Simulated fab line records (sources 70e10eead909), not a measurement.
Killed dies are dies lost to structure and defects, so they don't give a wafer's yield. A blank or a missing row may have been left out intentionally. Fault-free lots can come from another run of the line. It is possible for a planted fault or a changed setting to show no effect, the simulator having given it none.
Check of tool commonality	flow nand_harc	Sampled: 5 lots, 15 wafers

== WHAT PROMPTED THE OPENING ==
At NHARC_END_SORT_01 the reading killed_at_array is flagged on 2 of 5 lots. Wafers without a fault read 29, standard deviation 10.
Rule: a lot is flagged when every wafer of it that has a number lies more than 4 standard deviations from that mean, or none has a number. As for the other lots, they are considered sound.

lot	measured	on	killed_at_array, wafer by wafer	flag
L931	day 21 18:05	prober-02	26 17 19	
L935	day 23 12:39	prober-02	670 664 673	FLAGGED
L933	day 23 22:22	prober-01	671 669 671	FLAGGED
L938	day 24 05:45	prober-02	40 40 50	
L937	day 24 07:22	prober-01	16 14 13	
The numbers of the flagged lots are 670 on average: +641 against the usual, or +64 standard deviations.

== TOOL THAT RAN EACH LOT ==
4 process steps preceding the reading are held in the record, out of 1159 steps in the route. Each cell gives the tool, then ch followed by the chambers the sampled wafers passed through, then the start.
lot	flag	NHARC_A_STAIRCASE_STRIP_171	NHARC_A_STAIRCASE_DESCUM_11	NHARC_A_STAIRCASE_ETCH_13	NHARC_A_STAIRCASE_ETCH_17
L931		plasma_asher-02 ch 0,1, day 13 01:49	rie_diel-01 ch 0,2,3, day 13 03:21	rie_diel-01 ch 1,2, day 13 04:10 or earlier	rie_diel-01 ch 0,1, day 13 04:10
L935	FLAGGED	plasma_asher-01 ch 0,1, day 14 14:53	rie_diel-01 ch 0,2,3, day 14 16:17	rie_diel-01 ch 0,1,3, day 14 17:02 or earlier	rie_diel-01 ch 0,2,3, day 14 17:02
L933	FLAGGED	plasma_asher-02 ch 0,1, day 14 12:24	rie_diel-06 ch 0,1, day 14 13:46	rie_diel-06 ch 0,1,3, day 14 14:28 or earlier	rie_diel-06 ch 2,3, day 14 14:28
L938		plasma_asher-02 ch 0,1, day 15 00:01	rie_diel-06 ch 1,2, day 15 01:22	rie_diel-06 ch 0,2,3, day 15 03:32 or earlier	rie_diel-06 ch 2,3, day 15 03:32
L937		plasma_asher-02 ch 0,1, day 15 03:49	rie_diel-02 ch 0,1,3, day 15 05:13	rie_diel-02 ch 0,1,3, day 15 05:57 or earlier	rie_diel-02 ch 0,3, day 15 05:57
These steps, and what they do:
- NHARC_A_STAIRCASE_STRIP_171: strips in O2.
- NHARC_A_STAIRCASE_DESCUM_11: chemistry O2, time 3 s.
- NHARC_A_STAIRCASE_ETCH_13: etches the open film in C4F8/O2, target depth 100 nm, time 40.5 s.
- NHARC_A_STAIRCASE_ETCH_17: etches the open film in C4F8/O2, target depth 100 nm, time 40.5 s.
- NHARC_END_SORT_01

== FLAGGED OVER TOTAL, TOOL BY TOOL (the gauges that took the reading come last) ==
step	tool	lots run	flagged	share of the flagged lots	sound lots run after its first flagged lot
NHARC_A_STAIRCASE_STRIP_171	plasma_asher-01	1	1	some	0
NHARC_A_STAIRCASE_STRIP_171	plasma_asher-02	4	1	some	2 (L938,L937)
NHARC_A_STAIRCASE_DESCUM_11	rie_diel-01	2	1	some	0
NHARC_A_STAIRCASE_DESCUM_11	rie_diel-02	1	0	none	-
NHARC_A_STAIRCASE_DESCUM_11	rie_diel-06	2	1	some	1 (L938)
NHARC_A_STAIRCASE_ETCH_13	rie_diel-01	2	1	some	0
NHARC_A_STAIRCASE_ETCH_13	rie_diel-02	1	0	none	-
NHARC_A_STAIRCASE_ETCH_13	rie_diel-06	2	1	some	1 (L938)
NHARC_A_STAIRCASE_ETCH_17	rie_diel-01	2	1	some	0
NHARC_A_STAIRCASE_ETCH_17	rie_diel-02	1	0	none	-
NHARC_A_STAIRCASE_ETCH_17	rie_diel-06	2	1	some	1 (L938)
NHARC_END_SORT_01	prober-01	2	1	some	1 (L937)
NHARC_END_SORT_01	prober-02	3	1	some	1 (L938)
Because NHARC_A_STAIRCASE_ETCH_13 lacks a start for some lots, the hours and order of its lots are taken from NHARC_A_STAIRCASE_ETCH_17.

== WHAT THE TABLE PERMITS ==
No row of the table ran every flagged lot.

== WHAT HAD BEEN PUT IN BY THE SIMULATOR ==
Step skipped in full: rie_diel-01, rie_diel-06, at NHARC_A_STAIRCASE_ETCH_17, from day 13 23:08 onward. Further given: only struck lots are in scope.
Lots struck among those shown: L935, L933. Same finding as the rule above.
